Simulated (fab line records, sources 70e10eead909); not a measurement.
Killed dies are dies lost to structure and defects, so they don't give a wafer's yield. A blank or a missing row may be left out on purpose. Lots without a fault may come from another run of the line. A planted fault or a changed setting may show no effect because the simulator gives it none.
A struck lot beside a sound one | flow nand_harc | 38 steps out of a route of 1302
Sound: wafers L824.2, L824.3, L824.6. Struck: wafers L830.4, L830.5, L830.6. The cause comes at the end.
At each step with rows: each side's tool, then ch and its chambers, then its first start. Under that, the readings that differ: sound wafers | struck wafers | difference of the means | sigmas: that difference in standard deviations of wafers without a fault.
alike: readings whose means differ by less than 2 such deviations, and words and numbers that are the same on both sides. not compared: withheld readings, readings that some wafer has no value for, bounds like >300 that may hide the same value, and numbers for which the record gives no deviation and whose values overlap.
The two part at a step that has a row with sigmas, a row that says differs or no value, or rows on one side only. Numbers that don't overlap but have no deviation are shown without sigmas and don't part them. A reading that every wafer of one side lacks parts them only if that side has two wafers or more.

first, 10 steps without rows for these wafers: NHARC_A_CHANNEL_HOLE_D1_DEP_00 (deposits aC, target thk 3100 nm); NHARC_A_CHANNEL_HOLE_D1_DEP_01 (deposits SiON, target thk 140 nm); NHARC_A_CHANNEL_HOLE_D1_DEHYDRATE_02 (time 120 s); NHARC_A_CHANNEL_HOLE_D1_HMDS_03 (time 30 s); NHARC_A_CHANNEL_HOLE_D1_COAT_36 (time 75 s); NHARC_A_CHANNEL_HOLE_D1_COAT_37 (time 65 s); NHARC_A_CHANNEL_HOLE_D1_COAT_04 (resist thk 90 nm); NHARC_A_CHANNEL_HOLE_D1_SOFTBAKE_05 (time 55 s); NHARC_A_CHANNEL_HOLE_D1_EBR_06; NHARC_A_CHANNEL_HOLE_D1_EXPOSE_07 (exposes mask HOLE D1, target cd 100 nm).
NHARC_A_CHANNEL_HOLE_D1_PEB_08: peb time 65 s.
  sound on litho_track-04 ch 0, day 10 04:04; struck on litho_track-04 ch 0, day 12 14:13
  reading                  | sound                | struck            | difference | sigmas
  heater_power_total_W (W) | 156.2 157.1 156.0    | 153.3 152.4 152.6 | -3.7       | -9
  plate_temp_C (C)         | 100.13 100.09 100.24 | 98.14 98.07 98.15 | -2.03      | -16
then, 1 step without rows for these wafers: NHARC_A_CHANNEL_HOLE_D1_DEVELOP_09 (develop time 35 s).
NHARC_A_CHANNEL_HOLE_D1_CD_MEAS_10: target cd 100 nm.
  sound on cd_sem-01 ch 0, day 10 04:10; struck on cd_sem-03 ch 0, day 12 14:17
  reading    | sound           | struck         | difference | sigmas
  cd_nm (nm) | 99.7 99.5 100.8 | 95.4 95.2 94.7 | -4.9       | -9
NHARC_A_CHANNEL_HOLE_D1_DESCUM_15: chemistry O2, time 3 s.
  sound on rie_diel-09 ch 0,1,3, day 10 04:20; struck on rie_diel-09 ch 1,2,3, day 12 14:30
  reading                            | sound             | struck          | difference | sigmas
  model.A_CHANNEL_HOLE_D1.cd_nm (nm) | 100.8 99.79 100.7 | 94.4 95.1 94.34 | -5.8       |
  alike: chamber_pressure_mTorr, drypump_motor_current_A, oes_product_au, rf_vpp_V, showerhead_plenum_p_Torr, throttle_valve_pct
  not compared: rf_hours_counter_h
then, 16 steps without rows for these wafers: NHARC_A_CHANNEL_HOLE_D1_ETCH_38 (etches the open film in CF4, target depth 39 nm, time 65 s); NHARC_A_CHANNEL_HOLE_D1_ETCH_39 (etches the open film in N2/H2, target depth 260 nm, time 325 s); NHARC_A_CHANNEL_HOLE_D1_ETCH_34 (etches the open film in CF4/CHF3, target depth 154 nm, time 77 s); NHARC_A_CHANNEL_HOLE_D1_ETCH_16 (etches the open film in O2/COS, target depth 3100 nm, time 806 s); NHARC_A_CHANNEL_HOLE_D1_ETCH_19 (etches the open film in C4F8/O2/Ar, time 34.5 s); NHARC_A_CHANNEL_HOLE_D1_ETCH_20 (etches the open film in C4F8/O2/Ar, time 361.9 s, target depth 1600 nm); NHARC_A_CHANNEL_HOLE_D1_ETCH_21 (etches the open film in C4F8/O2/Ar, time 514.3 s, target depth 1600 nm); NHARC_A_CHANNEL_HOLE_D1_ETCH_22 (etches the open film in C4F8/O2/Ar, time 666.7 s, target depth 1600 nm); NHARC_A_CHANNEL_HOLE_D1_ETCH_23 (etches the open film in C4F8/O2/Ar, time 819 s, target depth 1600 nm); NHARC_A_CHANNEL_HOLE_D1_ETCH_24 (etches the open film in C4F8/O2/Ar, time 906.2 s, target depth 1500 nm); NHARC_A_CHANNEL_HOLE_D1_ETCH_25 (etches the open film in C4F8/O2/Ar, time 1040.2 s, target depth 1500 nm); NHARC_A_CHANNEL_HOLE_D1_ETCH_26 (etches the open film in C4F8/O2/Ar, time 224.1 s, target depth 300 nm); NHARC_A_CHANNEL_HOLE_D1_ETCH_33 (etches the open film in C4F8/O2/Ar, time 90 s, target depth 400 nm); NHARC_A_CHANNEL_HOLE_D1_STRIP_41 (strips in N2/H2); NHARC_A_CHANNEL_HOLE_D1_STRIP_42 (strips in CF4/CHF3); NHARC_A_CHANNEL_HOLE_D1_STRIP_43 (strips in O2/COS).
NHARC_A_CHANNEL_HOLE_D1_ETCH_44: etches the open film in CF4/O2, target depth 140 nm, overetch 14 nm, time 77 s.
  sound on rie_diel-09 ch 0,1,3, day 10 10:28; struck on rie_diel-09 ch 1,2, day 12 20:22
  reading                            | sound            | struck            | difference | sigmas
  model.A_CHANNEL_HOLE_D1.cd_nm (nm) | 88.4 88.29 88.47 | 83.55 83.51 84.21 | -4.63      |
  alike: cf4_flow_sccm, chamber_pressure_mTorr, drypump_motor_current_A, oes_product_au, rf_vpp_V, showerhead_plenum_p_Torr, throttle_valve_pct
  not compared: rf_hours_counter_h
then, 3 steps without rows for these wafers: NHARC_A_CHANNEL_HOLE_D1_STRIP_27 (strips in O2); NHARC_A_CHANNEL_HOLE_D1_PRECLEAN_28 (cleans in SC1); NHARC_A_CHANNEL_HOLE_D1_SRD_29.
NHARC_A_CHANNEL_HOLE_D1_CD_MEAS_30:
  sound on cd_sem-01, day 10 11:16; struck on cd_sem-02, day 12 21:10
  reading    | sound          | struck         | difference | sigmas
  cd_nm (nm) | 88.0 88.9 87.9 | 83.3 84.0 83.8 | -4.6       | -4
NHARC_A_CHANNEL_HOLE_D1_XSEM_31:
  sound on xsem-02 ch 0, day 10 11:21; struck on xsem-02 ch 0, day 12 21:16
  reading        | sound          | struck         | difference | sigmas
  bot_cd_nm (nm) | 73.3 74.0 73.0 | 67.5 68.1 67.8 | -5.6       | -4
  alike: bow_nm, tilt_deg
-- the record jumps here: 16 days lie between the struck wafers' starts before and after (it left off in module A_CHANNEL_HOLE_D1 and takes up again in module END, whose first step shown is number 1301 of the route) --
NHARC_END_WLT_00:
  sound on prober-01, day 25 21:34; struck on prober-01, day 28 09:21
  alike: VT_DECK1_BOTTOM, VT_DECK1_BOTTOM_INNER, VT_DECK1_MEDIAN_NEAR_BOTTOM, VT_DECK1_MEDIAN_NEAR_BOTTOM_INNER, VT_DECK1_MIDDLE, VT_DECK1_MIDDLE_INNER, VT_DECK1_TOP, VT_DECK1_TOP_INNER, VT_DECK2_BOTTOM, VT_DECK2_BOTTOM_INNER, VT_DECK2_MEDIAN_NEAR_BOTTOM, VT_DECK2_MEDIAN_NEAR_BOTTOM_INNER, VT_DECK2_MIDDLE, VT_DECK2_MIDDLE_INNER, VT_DECK2_TOP, VT_DECK2_TOP_INNER
then, 1 step without rows for these wafers: NHARC_END_SORT_01.

WHERE THEY PART
First at NHARC_A_CHANNEL_HOLE_D1_PEB_08; last, within this record, at NHARC_A_CHANNEL_HOLE_D1_XSEM_31. Later steps at which nothing parts them and some readings are alike: NHARC_END_WLT_00.

WHY: what the simulator had put in
Process parameter drift: litho_track-04, from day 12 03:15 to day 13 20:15, at NHARC_A_CHANNEL_HOLE_D1_PEB_08. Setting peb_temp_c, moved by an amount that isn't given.
